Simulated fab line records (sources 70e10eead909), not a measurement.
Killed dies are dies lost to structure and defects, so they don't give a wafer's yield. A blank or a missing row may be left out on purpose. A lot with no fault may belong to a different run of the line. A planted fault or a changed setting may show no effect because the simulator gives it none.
Comparing a struck lot with a sound one -- flow nandHarc -- 14 steps out of a route of 1159
Sound: wafers L415.4, L415.5, L415.6. Struck: wafers L419.1, L419.2, L419.3. Last of all comes the cause.
For every step that has rows: the tool of each side, followed by ch and its chambers, followed by its first start. Under that, the readings that differ: sound wafers -- struck wafers -- difference of the means -- sigmas: that difference in standard deviations of wafers without a fault.
alike: readings with means less than 2 such deviations apart, plus words and numbers identical on both sides. not compared: withheld readings, readings lacking a value on some wafer, bounds such as >300 that could conceal the same value, and numbers that have no deviation in the record and whose values overlap.
The two part at a step that has a row with sigmas, a row that says differs or no value, or rows on one side only. Numbers that don't overlap but have no deviation are shown without sigmas and don't part them. A reading that every wafer of one side lacks parts them only if that side has two wafers or more.

first, 1 step without rows for these wafers: NHARC_A_WL_FILL_ANNEAL_08 (time 1800 s).
NHARC_A_WL_FILL_ALD_10: deposits SiO2, target thk 50 nm, pulse time 10 s, ald cycles 500.
  sound on aldHk-03 ch 0,1,2, day 18 16:19; struck on aldHk-04 ch 0,1,3, day 19 03:43
reading,sound,struck,difference,sigmas
heaterPowerOuterW (W),227 213 251,299 319 278,+68,+2
heaterPowerW (W),387 379 469,552 540 530,+129,+2
  alike: precursorPulseHeightRel
NHARC_A_WL_FILL_ETCHBACK_16: etches the open film in C4F8/O2/Ar, target depth 88 nm, time 17.6 s.
  sound on rieDiel-03 ch 0,2,3; struck on rieDiel-03 ch 1,2,3
  alike: oesProductAu, rfVppV
  not compared: rfHoursCounterH
NHARC_A_WL_FILL_STRIP_29: strips in O2, time 20 s.
  sound on rieDiel-03 ch 1,2, day 18 19:31; struck on rieDiel-03 ch 0,1,2, day 19 07:58
  alike: drypumpMotorCurrentA, oesProductAu, rfVppV, showerheadPlenumPTorr, throttleValvePct
  not compared: rfHoursCounterH
then, 4 steps without rows for these wafers: NHARC_A_WL_FILL_ETCHBACK_17 (etches the open film in Cl2/BCl3, target depth 4 nm, time 26.7 s); NHARC_A_WL_FILL_PRECLEAN_18 (cleans in dHF, time 30 s); NHARC_A_WL_FILL_SRD_21; NHARC_A_WL_FILL_CVD_23 (deposits poly-Si, target thk 40 nm, time 800 s).
NHARC_A_WL_FILL_ETCHBACK_26: etches the open film in HBr, target depth 52 nm, time 13.3 s.
  sound on rieSi-03 ch 0,1,2, day 19 00:05; struck on rieSi-05 ch 0,1,3, day 19 13:05
  alike: drypumpMotorCurrentA, oesProductAu, throttleValvePct
  not compared: rfHoursCounterH
then, 2 steps without rows for these wafers: NHARC_A_WL_FILL_PRECLEAN_30 (cleans in dHF, time 10 s); NHARC_A_WL_FILL_SRD_14.
NHARC_A_WL_FILL_ALD_19: deposits TiN, target thk 2 nm, pulse time 3 s, ald cycles 100.
  sound on aldMetal-01 ch 0,1,3, day 19 00:22; struck on aldMetal-04 ch 0,2,3, day 19 13:21
  no value came back on the struck wafers for aldCycles, heaterPowerOuterW (W), heaterPowerW (W), precursorPulseHeightRel; on the sound wafers aldCycles reads 100 100 100
NHARC_A_WL_FILL_CVD_20: deposits W, target thk 75 nm, time 5064 s.
  sound on cvdW-01 ch 0,1; struck on cvdW-02 ch 0,1
  alike: heaterPowerW, throttleValvePct
-- the record jumps here: 4 days lie between the struck wafers' starts before and after (it left off in module A_WL_FILL and takes up again in module END, whose first step shown is number 1159 of the route) --
NHARC_END_SORT_01:
  the record has rows for the struck wafers here (prober-01 ch 0, day 23 04:38) and none for the sound ones

## WHERE THEY PART
Earliest at NHARC_A_WL_FILL_ALD_10; latest, in this record, at NHARC_END_SORT_01.

WHY: the cause the simulator had injected
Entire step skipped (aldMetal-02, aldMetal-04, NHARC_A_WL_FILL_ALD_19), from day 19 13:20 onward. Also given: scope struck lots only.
